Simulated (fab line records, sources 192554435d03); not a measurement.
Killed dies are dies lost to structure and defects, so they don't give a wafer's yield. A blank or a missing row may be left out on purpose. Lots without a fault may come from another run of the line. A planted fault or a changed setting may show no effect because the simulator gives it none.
fab line records | flow n5_finfet
record lots=10 wafers=30 last_day=19
route steps=1938 shown BEOL_M2@909 BEOL_M3@931 BEOL_M4@1111 PASSIVATION@1936
lots that met no fault: from a run of the same line without faults
start_h: hours from the record's first day to the start of the lot's first wafer shown | wait_h: hours since the lot's step before | " the same as in the row above | L1.1+2: a row that stands for several wafers | - no value, or no start given | * or withheld: withheld | < > ~ a bound
route shown NAME@n: a module of which the file shows steps, and the number in the route of the first | usual: mean/standard deviation of fault-free wafers | same: alike in all rows | chamber/n: place in a boat | sites: the reading at each site | _std_site: their standard deviation | _edge_site: outer sites' mean less inner sites' | radius_mm: how far each site lies from the wafer's centre | mask NAME#n: copy n | behind: the tool/chamber that last shaped the wafer | hold: why the lot was held/for how many hours/how that ended | device: the transistor (n, p or np) that didn't switch | end of line: the same wafers' tests at the end of the route | a step without rows: its recipe alone | killed: dies lost to structure and defects at the first sort, not the wafer's yield | map: a wafer's dies, x killed, . not, _ none there
set.NAME: the setting as run; set.NAME@STEP: as run at that earlier step | model.NAME: the simulator's own value behind a step, which no gauge read
steps of the route over a sample of lots; a table a step, a row a wafer
services: from which hour (start_h, from the record's first day; less than 0 if before it) a tool's chamber was out of use, for how many hours, and why
## steps
# step N5_BEOL_M2_ANNEAL_82
# recipe temp_c=400 time_s=240 ambient=vacuum
# usual heater_power_w=828/87
# columns lot.wafer tool chamber start_h wait_h heater_power_w
L753.1 pvd_sputter-02 - 137.73 0.0 759
L753.3 " - " " 737
L753.5 " - " " 762
L754.2 pvd_sputter-02 - 151.27 0.0 972
L754.4 " - " " 720
L754.6 " - " " 809
L756.1 pvd_sputter-01 - 151.45 0.0 945
L756.4 " - " " 950
L756.6 " - " " 824
L762.2 pvd_sputter-01 - 203.97 0.0 953
L762.4 " - " " 977
L762.6 " - " " 765
L763.2 pvd_sputter-01 - 213.01 0.0 926
L763.5 " - " " 788
L763.6 " - " " 945
L771.3 pvd_sputter-01 - 252.52 0.0 949
L771.5 " - " " 933
L771.6 " - " " 800
L772.2 pvd_sputter-01 - 259.74 0.0 805
L772.3 " - " " 926
L772.4 " - " " 813
L774.2 pvd_sputter-02 - 269.15 0.0 744
L774.5 " - " " 713
L774.6 " - " " 793
L775.1 pvd_sputter-02 - 282.03 0.0 975
L775.2 " - " " 808
L775.5 " - " " 974
L776.3 pvd_sputter-03 - 288.78 0.0 724
L776.4 " - " " 722
L776.5 " - " " 800
# step N5_BEOL_M2_SPUTTER_88
# recipe material=Cu target_thk_a=45 temp_c=-20 chamber_pressure_pa=0.07 power_w=withheld time_s=8.29
# usual chamber_pressure_pa=0.07/0.00013 throttle_valve_pct=29.6/1.2
# columns lot.wafer tool chamber start_h wait_h chamber_pressure_pa throttle_valve_pct
L753.1 pvd_sputter-02 - 138.09 0.1 0.06986 31.6
L753.3 " - " " 0.07024 29.8
L753.5 " - " " 0.06993 31.2
L754.2 pvd_sputter-02 - 151.63 0.1 0.06983 29.5
L754.4 " - " " 0.07 29.4
L754.6 " - " " 0.07005 29.6
L756.1 pvd_sputter-01 - 151.81 0.1 0.06998 29.9
L756.4 " - " " 0.06996 27.0
L756.6 " - " " 0.0697 30.1
L762.2 pvd_sputter-01 - 204.33 0.1 0.07016 27.1
L762.4 " - " " 0.06987 29.9
L762.6 " - " " 0.07023 29.8
L763.2 pvd_sputter-01 - 213.37 0.1 0.06984 30.1
L763.5 " - " " 0.07001 30.0
L763.6 " - " " 0.06998 27.0
L771.3 pvd_sputter-01 - 252.88 0.1 0.06977 27.1
L771.5 " - " " 0.07 30.2
L771.6 " - " " 0.06987 30.1
L772.2 pvd_sputter-01 - 260.10 0.1 0.06996 29.9
L772.3 " - " " 0.07003 30.1
L772.4 " - " " 0.07005 30.3
L774.2 pvd_sputter-02 - 269.51 0.1 0.07008 29.5
L774.5 " - " " 0.07002 29.5
L774.6 " - " " 0.06997 29.9
L775.1 pvd_sputter-02 - 282.42 0.1 0.06998 29.4
L775.2 " - " " 0.07011 29.7
L775.5 " - " " 0.07014 29.6
L776.3 pvd_sputter-03 - 315.38 0.1 0.06996 29.0
L776.4 " - " " 0.06989 30.3
L776.5 " - " " 0.07004 31.1
# step N5_BEOL_M2_SPUTTER_90
# recipe material=Cu target_thk_a=45 temp_c=-20 chamber_pressure_pa=0.07 power_w=withheld time_s=8.29
# usual chamber_pressure_pa=0.07/0.00015 throttle_valve_pct=29.6/1.2
# columns lot.wafer tool chamber start_h wait_h chamber_pressure_pa throttle_valve_pct
L753.1 pvd_sputter-02 - 138.31 0.1 0.07015 31.6
L753.3 " - " " 0.06996 29.3
L753.5 " - " " 0.07017 31.7
L754.2 pvd_sputter-02 - 151.85 0.1 0.06975 30.0
L754.4 " - " " 0.06999 29.5
L754.6 " - " " 0.07006 29.9
L756.1 pvd_sputter-01 - 152.03 0.1 0.07005 30.0
L756.4 " - " " 0.06993 26.8
L756.6 " - " " 0.07038 30.1
L762.2 pvd_sputter-01 - 204.55 0.1 0.07015 27.0
L762.4 " - " " 0.07025 30.2
L762.6 " - " " 0.07015 30.0
L763.2 pvd_sputter-01 - 213.59 0.1 0.06981 30.0
L763.5 " - " " 0.07001 29.9
L763.6 " - " " 0.0699 26.7
L771.3 pvd_sputter-01 - 253.10 0.1 0.07025 26.7
L771.5 " - " " 0.06979 30.1
L771.6 " - " " 0.07019 30.2
L772.2 pvd_sputter-01 - 260.32 0.1 0.07009 30.0
L772.3 " - " " 0.06977 30.1
L772.4 " - " " 0.07011 29.9
L774.2 pvd_sputter-02 - 269.73 0.1 0.06994 29.1
L774.5 " - " " 0.06987 29.5
L774.6 " - " " 0.06995 29.5
L775.1 pvd_sputter-02 - 282.66 0.1 0.06993 29.7
L775.2 " - " " 0.07012 29.6
L775.5 " - " " 0.07009 29.6
L776.3 pvd_sputter-03 - 315.60 0.1 0.06982 29.1
L776.4 " - " " 0.07 30.2
L776.5 " - " " 0.07003 31.3
# step N5_BEOL_M3_ILD_DEP_00
# recipe material=SiOC target_thk_a=790 temp_c=350 precursor=DEMS/O2 pressure_torr=5 rf_w=500 time_s=15.3
# usual chamber_pressure_Torr=4.998/0.011 heater_power_outer_w=257/40 heater_power_w=467/56 rf_fwd_power_W=493.7/2.4 showerhead_plenum_p_Torr=5.692/0.014 throttle_valve_pct=11.9/0.71
# columns lot.wafer tool chamber start_h wait_h chamber_pressure_Torr heater_power_outer_w heater_power_w rf_fwd_power_W showerhead_plenum_p_Torr throttle_valve_pct
L753.1 pecvd-01 2 140.08 0.0 5.006 259 490 490.9 5.709 13.0
L753.3 " 1 " " 5.003 232 443 497.7 5.697 13.3
L753.5 " 0 " " 5.013 247 451 492.1 5.694 11.8
L754.2 pecvd-02 1 153.62 0.0 4.985 296 491 492.9 5.688 11.3
L754.4 " 2 " " 4.992 211 434 493.7 5.693 10.9
L754.6 " 1 " " 5.000 294 476 493.1 5.665 11.6
L756.1 pecvd-01 1 154.12 0.0 4.997 228 425 497.1 5.689 13.0
L756.4 " 0 " " 4.982 305 513 492.8 5.705 11.9
L756.6 " 1 " " 4.989 228 434 497.1 5.701 13.2
L762.2 pecvd-02 1 206.49 0.0 5.001 285 486 494.8 5.679 11.5
L762.4 " 0 " " 5.012 208 420 493.7 5.678 11.4
L762.6 " 1 " " 4.981 289 479 495.2 5.681 11.7
L763.2 pecvd-02 1 215.36 0.0 4.988 282 487 495.2 5.662 11.4
L763.5 " 0 " " 5.002 266 482 493.3 5.689 11.8
L763.6 " 1 " " 4.991 287 487 492.5 5.670 11.4
L771.3 pecvd-02 2 254.89 0.0 - - - - - -
L771.5 " 0 " " - - - - - -
L771.6 " 1 " " - - - - - -
L772.2 pecvd-01 0 262.38 0.0 - - - - - -
L772.3 " 2 " " - - - - - -
L772.4 " 1 " " - - - - - -
L774.2 pecvd-02 1 271.50 0.0 4.984 271 466 494.1 5.671 11.3
L774.5 " 1 " " 4.992 286 473 493.0 5.673 11.8
L774.6 " 2 " " 4.995 186 393 490.9 5.686 11.0
L775.1 pecvd-01 0 284.58 0.0 5.019 319 534 490.2 5.687 12.3
L775.2 " 2 " " 4.984 269 484 490.5 5.709 11.4
L775.5 " 2 " " 5.003 272 482 492.0 5.703 11.5
L776.3 pecvd-01 1 317.47 0.0 4.985 264 472 498.6 5.683 12.9
L776.4 " 1 " " 4.996 269 481 494.3 5.673 13.1
L776.5 " 0 " " 4.994 322 559 494.2 5.695 12.2
# step N5_BEOL_M3_OCD_MEAS_38
# usual trench_depth_nm=55.4/0.91
# columns lot.wafer tool chamber start_h wait_h trench_depth_nm
L753.1 ocd-02 - 146.55 - 54.5
L753.3 " - " " 54.7
L753.5 " - " " 55.1
L756.1 ocd-01 - 159.00 - 55.2
L756.4 " - " " 55.2
L756.6 " - " " 54.9
L754.2 ocd-01 - 159.56 - 54.7
L754.4 " - " " 55.4
L754.6 " - " " 55.5
L762.2 ocd-01 - 212.36 - 55.2
L762.4 " - " " 54.8
L762.6 " - " " 54.8
L763.2 ocd-02 - 220.92 - 55.0
L763.5 " - " " 54.1
L763.6 " - " " 55.7
L771.3 ocd-02 - 275.22 - -
L771.5 " - " " -
L771.6 " - " " -
L772.2 ocd-02 - 280.37 - -
L772.3 " - " " -
L772.4 " - " " -
L774.2 ocd-02 - 283.66 - 55.3
L774.5 " - " " 55.3
L774.6 " - " " 54.7
L775.1 ocd-02 - 294.76 - 56.3
L775.2 " - " " 54.8
L775.5 " - " " 56.5
L776.3 ocd-01 - 329.34 - 56.2
L776.4 " - " " 57.6
L776.5 " - " " 56.6
# step N5_BEOL_M4_RC_MEAS_101
# usual DIBL_N=36.5/1.9 DIBL_P=36.7/2.1 IOFF_N=0.17/0.035 IOFF_P=0.22/0.042 ION_N=676/10 ION_P=462/8.1 SS_N=71.5/0.72 SS_P=73.4/0.7 VT_N=249/3.1 VT_P=-250/3.9
# columns lot.wafer tool chamber start_h wait_h DIBL_N[mV/V] DIBL_P[mV/V] IOFF_N[nA/um] IOFF_P[nA/um] ION_N[uA/um] ION_P[uA/um] SS_N[mV/dec] SS_P[mV/dec] VT_N[mV] VT_P[mV]
L753.1 prober-01 0 163.60 0.0 34.5 32.9 0.12 0.18 675 460 70.9 72.8 253 -251
L753.3 " 0 " " 34.9 34.7 0.14 0.21 687 476 71.1 73.2 248 -250
L753.5 " 0 " " 33.1 31.6 0.10 0.16 660 457 70.9 72.6 257 -252
L756.1 prober-01 0 178.29 0.0 36.3 35.7 0.14 0.21 661 463 71.8 73.8 254 -250
L756.4 " 0 " " 37.0 36.7 0.15 0.22 686 474 72.2 73.3 251 -247
L756.6 " 0 " " 40.5 41.0 0.23 0.31 699 475 72.5 74.9 247 -246
L754.2 prober-02 0 180.98 0.2 38.3 40.1 0.21 0.31 678 466 72.6 74.4 250 -246
L754.4 " 0 " " 38.4 40.2 0.22 0.31 695 481 71.9 74.1 245 -244
L754.6 " 0 " " 36.6 36.9 0.18 0.25 681 471 72.8 73.3 249 -246
L762.2 prober-01 0 230.44 0.2 36.7 37.1 0.16 0.21 675 461 72.2 73.9 250 -251
L762.4 " 0 " " 38.7 39.7 0.20 0.26 681 468 72.9 74.5 247 -246
L762.6 " 0 " " 34.5 34.2 0.11 0.17 657 457 70.7 72.2 252 -253
L763.2 prober-02 0 252.65 0.2 38.4 38.8 0.21 0.24 694 467 71.6 74.4 242 -249
L763.5 " 0 " " 37.8 37.0 0.19 0.21 676 456 72.2 74.3 245 -253
L763.6 " 0 " " 36.4 36.2 0.17 0.20 681 457 70.9 73.6 245 -250
L774.2 prober-02 0 316.44 0.2 35.2 34.6 0.12 0.16 662 454 71.2 72.1 253 -255
L774.5 " 0 " " 36.2 36.1 0.15 0.17 679 458 71.1 73.1 247 -254
L774.6 " 0 " " 34.5 34.0 0.12 0.15 659 451 71.2 72.1 253 -256
L775.1 prober-02 0 324.73 0.0 36.1 34.6 0.13 0.18 657 454 71.0 72.7 252 -253
L775.2 " 0 " " 35.7 35.6 0.14 0.19 662 455 71.3 73.0 252 -253
L775.5 " 0 " " 38.8 38.9 0.19 0.25 676 463 71.8 73.1 246 -247
L776.3 prober-01 0 348.43 0.3 35.8 36.4 0.18 0.24 683 470 71.4 73.4 247 -247
L776.4 " 0 " " 37.7 38.7 0.19 0.26 674 460 72.8 73.5 246 -248
L776.5 " 0 " " 35.5 36.3 0.16 0.23 682 472 71.3 73.2 249 -247
# step N5_PASSIVATION_PROBE_49
# usual defect_limited_yield=91.4/1.5 killed_at_M0_to_M3=35/12 killed_at_M4_up=13/5.8 killed_at_contacts=12/5.5 killed_at_front_end=36/9.9 killed_at_other=4/3.7 killed_dies=101/18 killed_on_rim=13/4.1 killed_open=66/13 killed_short=33/8 sort_bin_5_function=5.0/1 sort_bin_6_memory=3.2/0.67 sort_n_pass=1079/18 sort_yield_pct=91.4/1.5
# same gross_dies=1180 killed_at_back_side=0 sort_bin_4_leakage[%]=0 sort_bin_8_speed[%]=0
# columns lot.wafer tool chamber start_h wait_h defect_limited_yield[%] killed_at_M0_to_M3 killed_at_M4_up killed_at_contacts killed_at_front_end killed_at_other killed_dies killed_on_rim killed_open killed_short sort_bin_5_function[%] sort_bin_6_memory[%] sort_n_pass sort_yield_pct[%]
L763.2 prober-01 - 370.20 0.1 87.2 79 20 17 28 7 151 19 101 47 8.1 4.2 1029 87.2
L763.5 prober-01 - 370.35 0.2 88.4 71 17 13 34 2 137 23 78 57 7.3 3.7 1043 88.4
L763.6 prober-01 - 370.40 0.3 90.1 34 14 20 47 2 117 15 83 34 6.1 3.6 1063 90.1
L771.3 prober-02 - 393.72 0.1 0 1168 2 3 4 3 1180 152 15 3 72.5 3.7 0 0
L771.5 prober-02 - 393.82 0.2 0 1175 2 0 3 0 1180 152 4 4 72.1 2.9 0 0
L771.6 prober-02 - 393.87 0.3 0 1167 3 3 6 1 1180 152 8 6 72.1 3.7 0 0
L772.2 prober-02 - 412.14 0.1 0 1167 3 3 7 0 1180 152 11 4 73.1 2.4 0 0
L772.3 prober-02 - 412.19 0.1 0 1163 2 6 9 0 1180 152 18 5 74.3 2.7 0 0
L772.4 prober-02 - 412.24 0.2 0 1161 4 2 13 0 1180 152 19 5 74.1 2.5 0 0
# killed by level:class
L763.2 BEOL_M0_SAQP:geometric_particle:open=20 BEOL_M0_SAQP:geometric_particle:short=19 MOL_CONTACT_COAG:geometric_particle:open=12 BEOL_M3:geometric_particle:open=12 STI_FIN_REVEAL:geometric_particle:open=10 BEOL_M1:geometric_particle:open=9 BEOL_M4:geometric_particle:open=8 MOL_CONTACT_COAG:geometric_particle:short=5
L763.5 BEOL_M0_SAQP:geometric_particle:short=26 BEOL_M0_SAQP:geometric_particle:open=16 MOL_CONTACT_COAG:geometric_particle:open=12 FIN_SAQP:geometric_particle:short=9 BEOL_M4:geometric_particle:open=9 BEOL_M1:geometric_particle:open=7 FIN_SAQP:geometric_particle:open=6 BEOL_M1:geometric_particle:short=6
L763.6 MOL_CONTACT_COAG:geometric_particle:open=19 STI_FIN_REVEAL:geometric_particle:open=13 BEOL_M0_SAQP:geometric_particle:short=10 DUMMY_GATE:geometric_particle:open=8 GATE_CUT:geometric_particle:short=6 BEOL_M0_SAQP:geometric_particle:open=6 FIN_SAQP:geometric_particle:open=5 BEOL_M1:geometric_particle:open=5
L771.3 BEOL_M3:lost_pattern=1160 BEOL_M0_SAQP:geometric_particle:open=4 MOL_CONTACT_COAG:geometric_particle:open=3 MIM_TOP:geometric_particle:open=2 BEOL_M3:area_dep=2 STI_FIN_REVEAL:geometric_particle:open=1 SDB:geometric_particle:open=1 BEOL_M0:geometric_particle:short=1
L771.5 BEOL_M3:lost_pattern=1165 BEOL_M3:area_dep=7 FIN_CUT:geometric_particle:short=1 STI_FIN_REVEAL:geometric_particle:open=1 ILD0:geometric_particle:short=1 BEOL_M0_SAQP:geometric_particle:open=1 BEOL_M0_SAQP:geometric_particle:short=1 BEOL_M1:geometric_particle:open=1
L771.6 BEOL_M3:lost_pattern=1161 BEOL_M3:area_dep=4 MOL_CONTACT_COAG:geometric_particle:open=3 BEOL_M3:geometric_particle:open=2 FIN_SAQP:geometric_particle:open=1 FIN_CUT:geometric_particle:short=1 SDB:geometric_particle:short=1 GATE_CUT:geometric_particle:short=1
L772.2 BEOL_M3:lost_pattern=1159 BEOL_M3:area_dep=6 MOL_CONTACT_COAG:geometric_particle:open=3 FIN_SAQP:geometric_particle:short=2 FIN_SAQP:geometric_particle:open=1 BEOL_M10:geometric_particle:open=1 FIN_CUT:geometric_particle:open=1 STI_FIN_REVEAL:geometric_particle:open=1
L772.3 BEOL_M3:lost_pattern=1152 MOL_CONTACT_COAG:geometric_particle:open=6 BEOL_M3:area_dep=5 FIN_SAQP:geometric_particle:open=2 BEOL_M0_SAQP:geometric_particle:open=2 BEOL_M4:geometric_particle:open=2 STARTING-WAFER:geometric_particle:open=2 STI_FIN_REVEAL:geometric_particle:open=1
L772.4 BEOL_M3:lost_pattern=1145 BEOL_M3:area_dep=11 STI_FIN_REVEAL:geometric_particle:open=3 BEOL_M4:geometric_particle:open=3 FIN_SAQP:geometric_particle:open=2 FIN_SAQP:geometric_particle:short=2 DUMMY_GATE:geometric_particle:open=2 BEOL_M3:geometric_particle:open=2
## services
# columns tool chamber start_h hours kind
pvd_sputter-01 - 115.70 5.3 repair
pecvd-01 2 145.14 11.9 repair
pecvd-02 1 151.37 2.1 scheduled_down
pecvd-02 2 162.58 6.2 repair
pecvd-01 2 202.38 - clean
pecvd-01 2 202.38 - consumable_replace:showerhead
pecvd-01 2 202.38 29.0 scheduled_down
pecvd-01 2 202.38 29.0 vent_cycle
pecvd-02 1 295.21 5.2 repair
## key
first_sign step=N5_BEOL_M3_ILD_DEP_00 reading=tool_record direction=missing
effect step=N5_BEOL_M3_OCD_MEAS_38 reading=trench_depth_nm direction=missing
effect step=N5_PASSIVATION_PROBE_49 reading=killed_at_M0_to_M3 direction=up sigmas=97 usual=35 struck=1167
met_at N5_BEOL_M3_ILD_DEP_00
struck_lots L771,L772
later_rows_left_out L771.3,L771.5,L771.6,L772.2,L772.3,L772.4
not_acting_at N5_BEOL_M2_ANNEAL_82,N5_BEOL_M2_SPUTTER_88,N5_BEOL_M2_SPUTTER_90
onset_between 215.36 254.89
fault kind=skipped_step_whole tool=pecvd-01,pecvd-02 chamber=- onset_h=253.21 steps=N5_BEOL_M3_ILD_DEP_00 scope=struck_lots_only
# later_rows_left_out: the simulator's readings of these wafers behind a module that went badly wrong aren't trusted and aren't shown, but for the sort
